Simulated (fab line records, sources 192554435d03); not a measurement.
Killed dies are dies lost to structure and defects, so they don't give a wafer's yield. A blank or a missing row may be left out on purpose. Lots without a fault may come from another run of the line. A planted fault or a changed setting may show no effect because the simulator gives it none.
A struck lot beside a sound one | flow n5_finfet | 38 steps out of a route of 1938
Sound: wafers L586.2, L586.5, L586.6. Struck: wafer L595.5. (L595.3, L595.6 of the same lot were not struck and are left out.) The cause comes at the end.
At each step with rows: each side's tool, then ch and its chambers, then its first start. Under that, the readings that differ: sound wafers | struck wafers | difference of the means | sigmas: that difference in standard deviations of wafers without a fault.
alike: readings whose means differ by less than 2 such deviations, and words and numbers that are the same on both sides. not compared: withheld readings, readings that some wafer has no value for, bounds like >300 that may hide the same value, and numbers for which the record gives no deviation and whose values overlap.
The two part at a step that has a row with sigmas, a row that says differs or no value, or rows on one side only. Numbers that don't overlap but have no deviation are shown without sigmas and don't part them. A reading that every wafer of one side lacks parts them only if that side has two wafers or more.

N5_DUMMY_GATE_ETCH_44: etches poly-Si in HBr/O2, stops on SiO2, target depth 127.5 nm.
  sound on rie_si-03 ch 1,2,3, day 4 12:35; struck on rie_si-05 ch 3, day 6 15:29
  reading               | sound             | struck | difference | sigmas
  oes_product_au (a.u.) | 0.727 0.720 0.720 | 0.748  | +0.026     | +2
  alike: O2_flow_sccm, drypump_motor_current_A, throttle_valve_pct
  not compared: rf_hours_counter_h
N5_DUMMY_GATE_CD_MEAS_24: target cd 15 nm.
  sound on cd_sem-03, day 4 12:43; struck on cd_sem-02, day 6 15:37
  alike: cd_nm
N5_DUMMY_GATE_ETCH_42: etches SiO2 in CHF3/O2, target depth 3.5 nm, time 31 s.
  sound on rie_diel-06 ch 0,1,3, day 4 12:45; struck on rie_diel-02 ch 2, day 6 15:39
  reading             | sound             | struck | difference | sigmas
  O2_flow_sccm (sccm) | 5.033 4.982 5.000 | 5.040  | +0.035     | +2
  alike: drypump_motor_current_A, oes_product_au, rf_vpp_V, showerhead_plenum_p_Torr, throttle_valve_pct
  not compared: rf_hours_counter_h
then, 6 steps without rows for these wafers: N5_DUMMY_GATE_STRIP_48 (strips in N2/H2, time 20 s); N5_DUMMY_GATE_PRECLEAN_33 (cleans in dHF, time 10 s); N5_DUMMY_GATE_PRECLEAN_25 (cleans in O3/DIW, time 45 s); N5_DUMMY_GATE_PRECLEAN_51 (cleans in SC2, time 45 s); N5_DUMMY_GATE_SRD_26 (time 30 s); N5_DUMMY_GATE_UV_OZONE_45 (time 120 s).
N5_DUMMY_GATE_INSPECT_27: inspects for defects (brightfield).
  sound on defect_inspect-01, day 4 12:59; struck on defect_inspect-02, day 6 15:53
  alike: raw_defect_count
then, 2 steps without rows for these wafers: N5_SPACER0_ALD_07 (deposits SiNx, target thk 2 nm); N5_SPACER0_ALD_00 (deposits SiOCN, target thk 3.5 nm, pulse time 3 s, purge time 2 s).
N5_SPACER0_ALD_08: deposits SiNx, target thk 2 nm.
  sound on ald_sin-01 ch 0,3, day 4 13:38; struck on ald_sin-03 ch 1, day 6 16:20
  reading                                  | sound | struck | difference | sigmas
  model.SiNx_of_SPACER0_ALD_08.thk_nm (nm) | 2 2 2 | 3      | +1         |
  alike: heater_power_w
N5_SPACER0_INSPECT_04: inspects for defects (darkfield).
  sound on defect_inspect-02, day 4 13:47; struck on defect_inspect-01, day 6 16:29
  alike: raw_defect_count
then, 8 steps without rows for these wafers: N5_SD_EPI_N_COAT_32 (time 60 s, resist thk 350 nm); N5_SD_EPI_N_COAT_33 (time 60 s, resist thk 35 nm); N5_SD_EPI_N_COAT_03 (resist thk 150 nm); N5_SD_EPI_N_EBR_05; N5_SD_EPI_N_SOFTBAKE_04 (time 60 s); N5_SD_EPI_N_EXPOSE_06 (exposes mask SD N BLK, target cd 120 nm); N5_SD_EPI_N_PEB_07 (peb time 60 s); N5_SD_EPI_N_DEVELOP_08 (develop time 30 s).
N5_SD_EPI_N_CD_MEAS_09: target cd 120 nm.
  sound on cd_sem-01 ch 0, day 4 14:04; struck on cd_sem-03 ch 0, day 6 16:53
  alike: cd_nm
N5_SD_EPI_N_OVL_MEAS_10:
  sound on overlay-01 ch 0, day 4 14:05; struck on overlay-02 ch 0, day 6 16:55
  alike: SD_N_BLK_OVL
N5_SD_EPI_N_INSPECT_11: inspects for defects (macro).
  sound on defect_inspect-02, day 4 14:07; struck on defect_inspect-02, day 6 16:56
  alike: raw_defect_count
then, 1 step without rows for these wafers: N5_SD_EPI_N_DESCUM_14 (chemistry O2, time 7.9 s).
N5_SD_EPI_N_ETCH_34: etches SiARC in CF4, target depth 45.5 nm, time 75.8 s.
  sound on rie_diel-05 ch 0,1, day 4 14:11; struck on rie_diel-03 ch 0, day 6 17:10
  alike: cf4_flow_sccm, drypump_motor_current_A, etch_rf_on_time_s, oes_product_au, rf_vpp_V, showerhead_plenum_p_Torr, throttle_valve_pct
  not compared: rf_hours_counter_h
N5_SD_EPI_N_ETCH_35: etches SOC in N2/H2, overetch 108 nm, time 486 s.
  sound on rie_diel-05 ch 0,1, day 4 14:14; struck on rie_diel-03 ch 0, day 6 17:13
  alike: drypump_motor_current_A, oes_product_au, rf_vpp_V, showerhead_plenum_p_Torr, throttle_valve_pct
  not compared: rf_hours_counter_h
then, 2 steps without rows for these wafers: N5_SD_EPI_N_STRIP_36 (strips in N2/H2); N5_SD_EPI_N_ETCHBACK_44 (etches SiNx in CH3F/O2, stops on SiO2, target depth 14.5 nm).
N5_SD_EPI_N_ETCH_45: etches SiOCN in CH3F/O2, target depth 6 nm.
  sound on rie_diel-05 ch 0,1, day 4 14:40; struck on rie_diel-03 ch 0, day 6 17:39
  reading                | sound             | struck | difference | sigmas
  throttle_valve_pct (%) | 23.56 23.57 23.69 | 23.10  | -0.51      | -2
  alike: O2_flow_sccm, drypump_motor_current_A, oes_product_au, rf_vpp_V, showerhead_plenum_p_Torr
  not compared: rf_hours_counter_h
then, 4 steps without rows for these wafers: N5_SD_EPI_N_ETCH_16 (etches SiO2 in CHF3/O2, target depth 5 nm); N5_SD_EPI_N_STRIP_47 (strips in CHF3/O2); N5_SD_EPI_N_SD_RECESS_17 (chemistry HBr/Cl2/O2, target depth 41 nm, time 23.7 s, bt time 3 s); N5_SD_EPI_N_STRIP_38 (strips in N2/H2).
N5_SD_EPI_N_WET_ETCH_43: etches SiO2 in dHF, time 14 s, target depth 1.5 nm.
  sound on wet_bench-03 ch 1,3,5, day 4 15:01; struck on wet_bench-01 ch 7, day 6 18:02
  reading                                  | sound       | struck | difference | sigmas
  model.SiNx_of_SPACER0_ALD_08.thk_nm (nm) | 1.6 1.4 1.6 | 2.6    | +1.1       |
then, 2 steps without rows for these wafers: N5_SD_EPI_N_STRIP_18 (strips in SPM, time 750 s); N5_PASSIVATION_PROBE_49.

WHERE THEY PART
First at N5_DUMMY_GATE_ETCH_44; last, within this record, at N5_SD_EPI_N_ETCH_45.

WHY: what the simulator had put in
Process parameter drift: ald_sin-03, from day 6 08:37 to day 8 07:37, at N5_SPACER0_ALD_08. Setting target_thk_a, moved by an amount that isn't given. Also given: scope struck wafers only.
